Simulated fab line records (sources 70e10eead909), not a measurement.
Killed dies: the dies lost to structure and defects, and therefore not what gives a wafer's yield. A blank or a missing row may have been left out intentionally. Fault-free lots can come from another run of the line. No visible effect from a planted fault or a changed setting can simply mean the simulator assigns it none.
Which of the tools did it? ; flow nandHarc ; 12 lots with 36 wafers sampled at 3 steps, on a route of 1302 steps

WHAT EACH GAUGE READ, for each wafer
NHARC_P_M2_INSPECT_11.
lot;measured;on;rawDefectCount
L075;day 6 18:37;defectInspect-02;8 9 8
L077;day 7 15:17;defectInspect-02;5 3 7
L079;day 8 14:37;defectInspect-01;5 9 9
L081;day 9 13:56;defectInspect-02;6 2 3
L083;day 10 03:53;defectInspect-02;3 10 2
L085;day 11 05:28;defectInspect-02;2 7 6
L087;day 11 15:16;defectInspect-02;1 1 3
L089;day 12 15:15;defectInspect-01;4 5 6
L091;day 13 19:31;defectInspect-02;4 8 6
L093;day 14 10:04;defectInspect-02;11 7 8
L095;day 15 06:52;defectInspect-01;4 5 5
L097;day 16 01:17;defectInspect-02;5 5 6

EACH LOT AND THE TOOL THAT RAN IT (in order: tool; ch and the chambers of the sampled wafers; start)
lot;NHARC_P_M1_ETCH_15;NHARC_P_M1_DEGAS_29
L075;rieDiel-13 ch 0,1,3, day 6 15:33 or earlier;pvdSputter-03, day 6 15:33
L077;rieDiel-06 ch 1,2, day 7 12:10 or earlier;pvdSputter-01, day 7 12:10
L079;rieDiel-13 ch 1,2,3, day 8 11:29 or earlier;pvdSputter-02, day 8 11:29
L081;rieDiel-13 ch 0,3, day 9 11:01 or earlier;pvdSputter-03, day 9 11:01
L083;rieDiel-13 ch 0,2,3, day 10 00:49 or earlier;pvdSputter-01, day 10 00:49
L085;rieDiel-06 ch 0,2,3, day 11 02:13 or earlier;pvdSputter-01, day 11 02:13
L087;rieDiel-06 ch 0,2,3, day 11 12:10 or earlier;pvdSputter-01, day 11 12:10
L089;rieDiel-06 ch 0,1, day 12 12:05 or earlier;pvdSputter-03, day 12 12:05
L091;rieDiel-06 ch 0,3, day 13 16:26 or earlier;pvdSputter-01, day 13 16:26
L093;rieDiel-06 ch 0,1, day 14 06:59 or earlier;pvdSputter-01, day 14 06:59
L095;rieDiel-13 ch 0,2,3, day 15 03:47 or earlier;pvdSputter-02, day 15 03:47
L097;rieDiel-13 ch 0,1,3, day 15 22:12 or earlier;pvdSputter-02, day 15 22:12
- NHARC_P_M1_ETCH_15: etches the open film in C4F8/Ar, target depth 182.5 nm, time 91.2 s.
- NHARC_P_M1_DEGAS_29: time 60 s.

THE ANSWER, worked out from the rows above alone
Rule: usual is defined by the lots themselves. Put in order of their means at a reading, lots are off if they are a third of the lots or fewer, leave a main group of 4 or more, and stand apart from it by a gap of 3 or more times the standard deviation of the main group's means; of several such gaps the widest counts. If all means in a main group match to the digits the tables above print for the reading, that group is not used. Also off: a lot with no number at a reading for which 4 or more lots have one. Where the step has rows for the other lots, those lots are counted as sound.
None of the lots is off at any reading shown; this tells nothing.

WHAT HAD BEEN PUT IN BY THE SIMULATOR
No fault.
